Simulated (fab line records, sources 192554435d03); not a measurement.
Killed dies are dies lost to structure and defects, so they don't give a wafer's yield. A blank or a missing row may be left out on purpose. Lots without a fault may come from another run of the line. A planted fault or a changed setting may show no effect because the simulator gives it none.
Chamber matching | flow n5_finfet | N5_MOL_CONTACT_COAG_ETCH_110 on rie_diel-01: 4 sister chambers
The step etches Si in CF4/O2, target depth 2.5 nm, time 8 s. 4 wafers are shown with their chamber, then 9 later ones without.

WAFERS WITH THEIR CHAMBER
wafer  | chamber | showerhead_plenum_p_Torr (Torr)
L084.1 | 1       | 2.29
L088.1 | 0       | 2.23
L088.2 | 2       | 2.14
L088.4 | 3       | 2.27

WAFERS WITHOUT THEIR CHAMBER
wafer  | showerhead_plenum_p_Torr (Torr)
L090.1 | 2.28
L090.4 | 2.23
L090.6 | 2.23
L095.1 | 2.28
L095.3 | 2.22
L095.6 | 2.13
L096.1 | 2.13
L096.2 | 2.26
L096.4 | 2.13

WHICH CHAMBER EACH WENT THROUGH
wafer  | from the rows above     | in truth
L090.1 | can't be placed: 3 or 1 | 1
L090.4 | 0                       | 0
L090.6 | 0                       | 0
L095.1 | can't be placed: 3 or 1 | 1
L095.3 | 0                       | 0
L095.6 | 2                       | 2
L096.1 | 2                       | 2
L096.2 | 3                       | 3
L096.4 | 2                       | 2
Placed correctly: 7 of 9. Can't be placed from these rows: 2 (the true chamber is among the candidates in 2). Placed wrongly: 0.
How it was worked out, from the rows above alone: a wafer's distance from a chamber is the root of the sum, over the readings, of the square of ((its reading less the chamber's mean) divided by the reading's scatter). The wafer belongs to the nearest chamber; if the next one is less than 2 further off, it can't be placed. A chamber's mean is the mean of its shown wafers. The scatter: with one shown wafer a chamber, the root of the mean of the squares of how far each hidden wafer lies from its nearest shown one.
